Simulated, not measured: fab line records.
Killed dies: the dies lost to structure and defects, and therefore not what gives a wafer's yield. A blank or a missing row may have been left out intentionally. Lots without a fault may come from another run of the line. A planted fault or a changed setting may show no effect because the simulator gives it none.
Split-lot trial    flow n5 finfet    7 lots, 21 wafers read, on a route of 1938 steps

THE SPLIT ITSELF
At N5_BEOL_M2_COAT_73 (time 60 s, resist thk 5 nm), the setting spin rpm was moved away from the recipe's 1500 rpm on 5 of the 21 wafers read, by -11.1% to +5.3%. For the rest of the wafers, this setting stayed at what the recipe calls for.

FROM THE SPLIT TO THE READING: what the file shows between them, 3 steps
- N5_BEOL_M2_COAT_05: resist thk 30 nm
- N5_BEOL_M2_EBR_07
- N5_BEOL_M2_DESCUM_16: chemistry O2, time 7 s

THE READING
etch.depth nm (the simulator's own value, which no gauge read), in nm, at N5_BEOL_M2_ETCH_74 (etches underlayer in N2/H2, target depth 6.5 nm, time 5.2 s). The file does not state a usual value for it. Average 4.996 nm, standard deviation 0.016 nm, over the 16 wafers here run with the recipe.

wafer   tool, chamber at the split  spin rpm as run, rpm  against the recipe  etch.depth nm, nm  against lot-mates on the recipe
L075.1  litho track-02, 0           1500                  recipe              4.982              -
L075.6  litho track-02, 0           1500                  recipe              4.982              -
L075.3  litho track-02, 0           1402                  -6.5%               5.156              +0.174
L078.2  litho track-01, 0           1333                  -11.1%              5.34               +0.322
L078.3  litho track-01, 0           1500                  recipe              5.011              -
L078.6  litho track-01, 0           1500                  recipe              5.026              -
L080.3  litho track-05, 0           1500                  recipe              4.972              -
L080.5  litho track-05, 0           1500                  recipe              4.99               -
L080.6  litho track-05, 0           1500                  recipe              4.99               -
L081.4  litho track-05, 0           1580                  +5.3%               4.849              -0.133
L081.5  litho track-05, 0           1500                  recipe              4.982              -
L081.6  litho track-05, 0           1580                  +5.3%               4.857              -0.125
L082.2  litho track-05, 0           1500                  recipe              5.014              -
L082.3  litho track-05, 0           1500                  recipe              4.991              -
L082.6  litho track-05, 0           1500                  recipe              4.979              -
L084.1  litho track-01, 0           1500                  recipe              5.012              -
L084.3  litho track-01, 0           1500                  recipe              5.018              -
L084.4  litho track-01, 0           1500                  recipe              5.009              -
L091.2  litho track-02, 0           1500                  recipe              4.983              -
L091.5  litho track-02, 0           1403                  -6.5%               5.159              +0.172
L091.6  litho track-02, 0           1500                  recipe              4.991              -

THE FIT
A straight line over all 21 wafers: etch.depth nm changes by -0.0281 nm for each +1% of spin rpm; r = -0.99; the points scatter about the line by 0.018 nm.
The same after taking each lot's own level away (the mean of its wafers on the recipe; 21 wafers): -0.027 nm for each +1%; r = -1.00; scatter 0.0099 nm.
Per that fit: largest spin rpm move, reading shift of 0.3 nm.
The span of the lots' own levels, 4.9820 to 5.0185 nm, comes to 2.3 times the standard deviation stated above.
The two slopes agree, so the slope changes little with the lot-to-lot level.
Check: with one of the wafers moved furthest among these (-11.1%) left out of the fit, the line predicts +0.287 nm for it against its lot-mates. It came out at +0.322 nm against them.

OTHER SPLITS ON THESE WAFERS
Before the reading, these wafers also passed through other splits. Each is held against what the fit with the lots' levels taken away leaves over:
other split on the same wafers     wafers away from the commonest value  r with etch.depth nm (lot level and that fit taken away)
N5_BEOL_M0_SAQP_EXPOSE_11 dose mj  5                                     -0.39
N5_BEOL_M1_PECVD_72 time s         5                                     +0.19
N5_BEOL_M1_EXPOSE_08 dose mj       7                                     -0.07
N5_BEOL_M2_COAT_62 spin rpm        3                                     +0.11

THE FILE'S OWN FIT
etch.depth nm changes by -0.0275 nm for each +1% of spin rpm, r = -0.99.
